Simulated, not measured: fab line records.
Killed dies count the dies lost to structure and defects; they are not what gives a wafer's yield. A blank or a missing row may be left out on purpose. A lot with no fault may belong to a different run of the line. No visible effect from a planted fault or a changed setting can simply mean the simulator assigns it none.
Which tool is to blame? :: flow n5Finfet :: 10 lots with 30 wafers sampled at 5 steps, on a route of 1938 steps

== WHAT EACH GAUGE READ, for each wafer ==
N5_BEOL_M4_RC_MEAS_101. Usual: DIBL_N 36.4 mV/V, standard deviation 1.9; DIBL_P 35.8 mV/V, standard deviation 2.1; IOFF_N 0.158 nA/um, standard deviation 0.029; IOFF_P 0.21 nA/um, standard deviation 0.035; ION_N 676 uA/um, standard deviation 14; ION_P 465 uA/um, standard deviation 9.7; SS_N 71.5 mV/dec, standard deviation 0.66; SS_P 73.4 mV/dec, standard deviation 0.7; VT_N 249.8 mV, standard deviation 3; VT_P -250 mV, standard deviation 3.3.
lot: L950
measured: day 10 10:10
on: prober-01
DIBL_N (mV/V): 34.3 37.0 34.0
DIBL_P (mV/V): 32.2 34.8 31.5
IOFF_N (nA/um): 0.113 0.145 0.107
IOFF_P (nA/um): 0.18 0.22 0.18
ION_N (uA/um): 676 664 661
ION_P (uA/um): 473 462 461
SS_N (mV/dec): 70.4 71.4 70.4
SS_P (mV/dec): 72.4 73.2 72.1
VT_N (mV): 255.0 250.7 254.0
VT_P (mV): -251 -247 -250
flag: 

lot: L952
measured: day 10 17:44
on: prober-01
DIBL_N (mV/V): 37.8 37.5 35.5
DIBL_P (mV/V): 37.2 37.2 34.2
IOFF_N (nA/um): 0.177 0.171 0.135
IOFF_P (nA/um): 0.26 0.26 0.20
ION_N (uA/um): 676 676 667
ION_P (uA/um): 473 471 465
SS_N (mV/dec): 71.2 71.5 70.9
SS_P (mV/dec): 73.9 74.0 73.1
VT_N (mV): 248.1 248.2 252.9
VT_P (mV): -248 -246 -250
flag: 

lot: L954
measured: day 11 04:08
on: prober-01
DIBL_N (mV/V): 38.3 34.2 35.1
DIBL_P (mV/V): 38.8 35.3 35.8
IOFF_N (nA/um): 0.204 0.135 0.141
IOFF_P (nA/um): 0.30 0.23 0.24
ION_N (uA/um): 678 686 667
ION_P (uA/um): 472 482 473
SS_N (mV/dec): 72.6 71.4 71.6
SS_P (mV/dec): 74.8 73.7 73.9
VT_N (mV): 246.1 250.5 250.7
VT_P (mV): -246 -246 -246
flag: 

lot: L955
measured: day 11 11:07
on: prober-01
DIBL_N (mV/V): 37.8 34.9 35.2
DIBL_P (mV/V): 36.9 32.9 33.9
IOFF_N (nA/um): 0.182 0.128 0.140
IOFF_P (nA/um): 0.23 0.16 0.19
ION_N (uA/um): 700 675 663
ION_P (uA/um): 476 465 458
SS_N (mV/dec): 72.1 71.0 71.0
SS_P (mV/dec): 74.9 72.7 73.7
VT_N (mV): 248.2 252.3 253.5
VT_P (mV): -247 -255 -253
flag: 

lot: L956
measured: day 11 21:34
on: prober-01
DIBL_N (mV/V): 38.9 38.0 41.7
DIBL_P (mV/V): 37.3 35.8 40.5
IOFF_N (nA/um): 0.190 0.161 0.228
IOFF_P (nA/um): 0.27 0.22 0.31
ION_N (uA/um): 707 687 708
ION_P (uA/um): 484 470 482
SS_N (mV/dec): 71.1 71.3 72.0
SS_P (mV/dec): 73.9 73.3 74.9
VT_N (mV): 243.9 248.4 242.3
VT_P (mV): -243 -249 -244
flag: 

lot: L959
measured: day 12 18:08
on: prober-01
DIBL_N (mV/V): 36.4 36.7 36.3
DIBL_P (mV/V): 36.5 37.1 34.9
IOFF_N (nA/um): 0.190 0.190 0.168
IOFF_P (nA/um): 0.23 0.23 0.19
ION_N (uA/um): 687 686 662
ION_P (uA/um): 469 462 455
SS_N (mV/dec): 71.2 71.8 71.9
SS_P (mV/dec): 73.5 73.0 72.3
VT_N (mV): 245.3 244.6 247.2
VT_P (mV): -252 -249 -251
flag: 

lot: L960
measured: day 12 18:44
on: prober-02
DIBL_N (mV/V): 35.6 36.3 34.5
DIBL_P (mV/V): 34.7 35.7 33.4
IOFF_N (nA/um): 0.148 0.159 0.129
IOFF_P (nA/um): 0.19 0.20 0.17
ION_N (uA/um): 680 682 666
ION_P (uA/um): 468 463 455
SS_N (mV/dec): 71.1 71.1 71.4
SS_P (mV/dec): 72.9 73.4 72.7
VT_N (mV): 250.3 249.3 252.4
VT_P (mV): -252 -249 -252
flag: 

lot: L963
measured: day 13 18:32
on: prober-02
DIBL_N (mV/V): 35.8 35.2 34.1
DIBL_P (mV/V): 34.8 34.1 31.6
IOFF_N (nA/um): 0.155 0.142 0.117
IOFF_P (nA/um): 0.21 0.19 0.16
ION_N (uA/um): 671 666 656
ION_P (uA/um): 469 459 448
SS_N (mV/dec): 71.1 71.3 71.0
SS_P (mV/dec): 73.4 73.4 72.0
VT_N (mV): 250.0 251.1 250.5
VT_P (mV): -249 -248 -251
flag: 

lot: L964
measured: day 14 12:35
on: prober-02
DIBL_N (mV/V): 37.4 34.5 38.1
DIBL_P (mV/V): 37.4 32.9 38.2
IOFF_N (nA/um): 0.166 0.117 0.185
IOFF_P (nA/um): 0.20 0.15 0.22
ION_N (uA/um): 686 664 688
ION_P (uA/um): 465 452 465
SS_N (mV/dec): 72.2 71.0 71.3
SS_P (mV/dec): 73.7 72.8 73.6
VT_N (mV): 249.1 253.6 248.7
VT_P (mV): -254 -256 -253
flag: 

lot: L967
measured: day 14 22:58
on: prober-02
DIBL_N (mV/V): 37.2 35.6 36.6
DIBL_P (mV/V): 37.9 36.8 37.2
IOFF_N (nA/um): 0.162 0.142 0.151
IOFF_P (nA/um): 0.22 0.20 0.22
ION_N (uA/um): 671 679 670
ION_P (uA/um): 459 464 461
SS_N (mV/dec): 72.3 71.2 71.8
SS_P (mV/dec): 73.8 72.9 73.7
VT_N (mV): 250.7 250.5 252.0
VT_P (mV): -250 -249 -248
flag: 

== WHAT TOOL EACH LOT RAN ON (gives the tool, then ch and the chambers of the sampled wafers, and finally the start) ==
lot: L950
N5_BEOL_M3_SPUTTER_79: pvdSputter-03, day 9 03:40
N5_BEOL_M3_SPUTTER_81: pvdSputter-03, day 9 03:53
N5_BEOL_M3_ANNEAL_87: pvdSputter-03, day 9 04:11
N5_BEOL_M3_ANNEAL_93: pvdSputter-03, day 9 04:51

lot: L952
N5_BEOL_M3_SPUTTER_79: pvdSputter-02, day 9 09:19
N5_BEOL_M3_SPUTTER_81: pvdSputter-02, day 9 09:32
N5_BEOL_M3_ANNEAL_87: pvdSputter-02, day 9 09:50
N5_BEOL_M3_ANNEAL_93: pvdSputter-02, day 9 10:30

lot: L954
N5_BEOL_M3_SPUTTER_79: pvdSputter-01, day 10 11:40
N5_BEOL_M3_SPUTTER_81: pvdSputter-01, day 10 11:53
N5_BEOL_M3_ANNEAL_87: pvdSputter-01, day 10 12:11
N5_BEOL_M3_ANNEAL_93: pvdSputter-01, day 10 12:50

lot: L955
N5_BEOL_M3_SPUTTER_79: pvdSputter-03, day 10 19:04
N5_BEOL_M3_SPUTTER_81: pvdSputter-03, day 10 19:17
N5_BEOL_M3_ANNEAL_87: pvdSputter-03, day 10 19:35
N5_BEOL_M3_ANNEAL_93: pvdSputter-03, day 10 20:15

lot: L956
N5_BEOL_M3_SPUTTER_79: pvdSputter-03, day 11 07:26
N5_BEOL_M3_SPUTTER_81: pvdSputter-03, day 11 07:39
N5_BEOL_M3_ANNEAL_87: pvdSputter-03, day 11 07:57
N5_BEOL_M3_ANNEAL_93: pvdSputter-03, day 11 08:37

lot: L959
N5_BEOL_M3_SPUTTER_79: pvdSputter-01, day 11 21:50
N5_BEOL_M3_SPUTTER_81: pvdSputter-01, day 11 22:03
N5_BEOL_M3_ANNEAL_87: pvdSputter-01, day 11 22:21
N5_BEOL_M3_ANNEAL_93: pvdSputter-01, day 11 23:01

lot: L960
N5_BEOL_M3_SPUTTER_79: pvdSputter-03, day 11 23:28
N5_BEOL_M3_SPUTTER_81: pvdSputter-03, day 11 23:41
N5_BEOL_M3_ANNEAL_87: pvdSputter-03, day 11 23:59
N5_BEOL_M3_ANNEAL_93: pvdSputter-03, day 12 00:39

lot: L963
N5_BEOL_M3_SPUTTER_79: pvdSputter-01, day 12 12:15
N5_BEOL_M3_SPUTTER_81: pvdSputter-01, day 12 12:28
N5_BEOL_M3_ANNEAL_87: pvdSputter-01, day 12 12:46
N5_BEOL_M3_ANNEAL_93: pvdSputter-01, day 12 13:26

lot: L964
N5_BEOL_M3_SPUTTER_79: pvdSputter-01, day 13 20:26
N5_BEOL_M3_SPUTTER_81: pvdSputter-01, day 13 20:40
N5_BEOL_M3_ANNEAL_87: pvdSputter-01, day 13 20:58
N5_BEOL_M3_ANNEAL_93: pvdSputter-01, day 13 21:37

lot: L967
N5_BEOL_M3_SPUTTER_79: pvdSputter-03, day 14 08:34
N5_BEOL_M3_SPUTTER_81: pvdSputter-03, day 14 08:47
N5_BEOL_M3_ANNEAL_87: pvdSputter-03, day 14 09:05
N5_BEOL_M3_ANNEAL_93: pvdSputter-03, day 14 09:45
- N5_BEOL_M3_SPUTTER_79: material Cu, target thk 4.5 nm, time 8.29 s.
- N5_BEOL_M3_SPUTTER_81: material Cu, target thk 4.5 nm, time 8.29 s.
- N5_BEOL_M3_ANNEAL_87: time 240 s.
- N5_BEOL_M3_ANNEAL_93: time 240 s.

== WHAT THE TOOLS THEMSELVES READ (means of the sampled wafers that have a number; where no wafer has one, the mark that the record gives instead) ==
N5_BEOL_M3_SPUTTER_79. Usual: throttleValvePct at 29.9 %, with a standard deviation of 0.98.
lot: L950
tool: pvdSputter-03
throttleValvePct (%): 30.0
flag: 

lot: L952
tool: pvdSputter-02
throttleValvePct (%): 30.2
flag: 

lot: L954
tool: pvdSputter-01
throttleValvePct (%): 30.3
flag: 

lot: L955
tool: pvdSputter-03
throttleValvePct (%): 29.6
flag: 

lot: L956
tool: pvdSputter-03
throttleValvePct (%): 29.9
flag: 

lot: L959
tool: pvdSputter-01
throttleValvePct (%): 31.5
flag: 

lot: L960
tool: pvdSputter-03
throttleValvePct (%): 29.7
flag: 

lot: L963
tool: pvdSputter-01
throttleValvePct (%): 29.7
flag: 

lot: L964
tool: pvdSputter-01
throttleValvePct (%): 31.1
flag: 

lot: L967
tool: pvdSputter-03
throttleValvePct (%): 29.9
flag: 

N5_BEOL_M3_SPUTTER_81. Usual: throttleValvePct at 29.9 %, with a standard deviation of 0.96.
lot: L950
tool: pvdSputter-03
throttleValvePct (%): 30.1
flag: 

lot: L952
tool: pvdSputter-02
throttleValvePct (%): 29.9
flag: 

lot: L954
tool: pvdSputter-01
throttleValvePct (%): 30.5
flag: 

lot: L955
tool: pvdSputter-03
throttleValvePct (%): 29.6
flag: 

lot: L956
tool: pvdSputter-03
throttleValvePct (%): 29.8
flag: 

lot: L959
tool: pvdSputter-01
throttleValvePct (%): 31.4
flag: 

lot: L960
tool: pvdSputter-03
throttleValvePct (%): 29.4
flag: 

lot: L963
tool: pvdSputter-01
throttleValvePct (%): 29.6
flag: 

lot: L964
tool: pvdSputter-01
throttleValvePct (%): 31.0
flag: 

lot: L967
tool: pvdSputter-03
throttleValvePct (%): 29.7
flag: 

N5_BEOL_M3_ANNEAL_87. Usual: heaterPowerW 863 W, standard deviation 72; susceptorTempC 400.01 C, standard deviation 0.21; susceptor_temp_C_max 401.1, standard deviation 0.39.
lot: L950
tool: pvdSputter-03
heaterPowerW (W): 827
susceptorTempC (C): 400.08
susceptor_temp_C_max: 401.5
flag: 

lot: L952
tool: pvdSputter-02
heaterPowerW (W): 842
susceptorTempC (C): 400.04
susceptor_temp_C_max: 400.8
flag: 

lot: L954
tool: pvdSputter-01
heaterPowerW (W): 870
susceptorTempC (C): 399.85
susceptor_temp_C_max: 400.8
flag: 

lot: L955
tool: pvdSputter-03
heaterPowerW (W): 847
susceptorTempC (C): 399.98
susceptor_temp_C_max: 401.2
flag: 

lot: L956
tool: pvdSputter-03
heaterPowerW (W): 827
susceptorTempC (C): 399.99
susceptor_temp_C_max: 401.1
flag: 

lot: L959
tool: pvdSputter-01
heaterPowerW (W): 863
susceptorTempC (C): 399.92
susceptor_temp_C_max: 401.1
flag: 

lot: L960
tool: pvdSputter-03
heaterPowerW (W): 869
susceptorTempC (C): 400.15
susceptor_temp_C_max: 401.4
flag: 

lot: L963
tool: pvdSputter-01
heaterPowerW (W): 904
susceptorTempC (C): 400.00
susceptor_temp_C_max: 400.8
flag: 

lot: L964
tool: pvdSputter-01
heaterPowerW (W): 826
susceptorTempC (C): 400.02
susceptor_temp_C_max: 400.9
flag: 

lot: L967
tool: pvdSputter-03
heaterPowerW (W): 812
susceptorTempC (C): 399.76
susceptor_temp_C_max: 400.8
flag: 

N5_BEOL_M3_ANNEAL_93. Usual: heaterPowerW 864 W, standard deviation 71; susceptorTempC 400.00 C, standard deviation 0.23; susceptor_temp_C_max 401.1, standard deviation 0.41.
lot: L950
tool: pvdSputter-03
heaterPowerW (W): 817
susceptorTempC (C): 400.23
susceptor_temp_C_max: 401.9
flag: 

lot: L952
tool: pvdSputter-02
heaterPowerW (W): 832
susceptorTempC (C): 400.05
susceptor_temp_C_max: 400.8
flag: 

lot: L954
tool: pvdSputter-01
heaterPowerW (W): -
susceptorTempC (C): -
susceptor_temp_C_max: -
flag: OFF

lot: L955
tool: pvdSputter-03
heaterPowerW (W): -
susceptorTempC (C): -
susceptor_temp_C_max: -
flag: OFF

lot: L956
tool: pvdSputter-03
heaterPowerW (W): -
susceptorTempC (C): -
susceptor_temp_C_max: -
flag: OFF

lot: L959
tool: pvdSputter-01
heaterPowerW (W): 869
susceptorTempC (C): 399.84
susceptor_temp_C_max: 401.0
flag: 

lot: L960
tool: pvdSputter-03
heaterPowerW (W): 886
susceptorTempC (C): 399.87
susceptor_temp_C_max: 401.1
flag: 

lot: L963
tool: pvdSputter-01
heaterPowerW (W): 900
susceptorTempC (C): 400.02
susceptor_temp_C_max: 400.9
flag: 

lot: L964
tool: pvdSputter-01
heaterPowerW (W): 831
susceptorTempC (C): 400.07
susceptor_temp_C_max: 401.0
flag: 

lot: L967
tool: pvdSputter-03
heaterPowerW (W): 808
susceptorTempC (C): 400.00
susceptor_temp_C_max: 401.4
flag: 

== THE ANSWER, worked out from the rows above alone ==
Rule: lot off if the mean of its wafers having a number is beyond 3 standard deviations from the usual mean. Also off: a lot with no number at a reading for which 4 or more lots have one. All remaining lots with rows at the step are treated as sound. After the gauges, taken in route order, come the tools' own readings; for these a lot's mean is taken, as printed above. At the first step where some lot is off, the reading lying furthest off is the one used; lots without a number count as furthest.
Off: L954, L955, L956, at N5_BEOL_M3_ANNEAL_93 (heaterPowerW). Without a number there: L954, L955, L956.
If a tool, at that step or one of the process steps before it, ran each lot that is off and ran no sound lot following the first of them, it fits. Of those tried, none fits.

== WHAT THE SIMULATOR PUT IN ==
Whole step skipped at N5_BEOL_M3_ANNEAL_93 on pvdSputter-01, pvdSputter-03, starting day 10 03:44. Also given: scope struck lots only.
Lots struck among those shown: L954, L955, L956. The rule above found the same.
